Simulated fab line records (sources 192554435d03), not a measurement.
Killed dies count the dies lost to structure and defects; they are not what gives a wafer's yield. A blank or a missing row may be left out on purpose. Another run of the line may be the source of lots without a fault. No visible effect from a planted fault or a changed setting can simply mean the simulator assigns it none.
Matching of chambers + flow n5 finfet + 4 sister chambers for N5_ILD0_LINER_00 on ald sin-03
The step material SiNx, target thk 4 nm, pulse time 1 s, purge time 2 s. 4 wafers are shown with their chamber, then 8 later ones without.

WAFERS, EACH WITH ITS CHAMBER
| wafer  | chamber | heater power w (W) |
|--------|---------|--------------------|
| L083.5 | 1       | 764                |
| L084.2 | 2       | 843                |
| L084.5 | 0       | 792                |
| L086.1 | 3       | 781                |

WAFERS WITH NO CHAMBER GIVEN
| wafer  | heater power w (W) |
|--------|--------------------|
| L086.3 | 769                |
| L086.4 | 780                |
| L087.1 | 784                |
| L087.3 | 820                |
| L087.6 | 767                |
| L089.4 | 850                |
| L089.5 | 761                |
| L089.6 | 842                |

THE CHAMBER EACH PASSED THROUGH
| wafer  | from the rows above          | in truth |
|--------|------------------------------|----------|
| L086.3 | can't be placed: 1 or 3      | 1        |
| L086.4 | can't be placed: 3 or 0 or 1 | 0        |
| L087.1 | can't be placed: 3 or 0 or 1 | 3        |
| L087.3 | can't be placed: 2 or 0 or 3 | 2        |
| L087.6 | can't be placed: 1 or 3      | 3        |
| L089.4 | 2                            | 2        |
| L089.5 | can't be placed: 1 or 3      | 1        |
| L089.6 | 2                            | 2        |
Placed correctly: 2 of 8. Cannot be placed on the basis of these rows: 6; the candidates contain the true chamber in 6. Number placed wrongly: 0.
How it was worked out, from the rows above alone: a wafer's distance from a chamber is the root of the sum, over the readings, of the square of ((its reading less the chamber's mean) divided by the reading's scatter). The wafer belongs to the nearest chamber; if the next one is less than 2 further off, it can't be placed. A chamber's mean is the mean of its shown wafers. The scatter: with one shown wafer a chamber, the root of the mean of the squares of how far each hidden wafer lies from its nearest shown one.
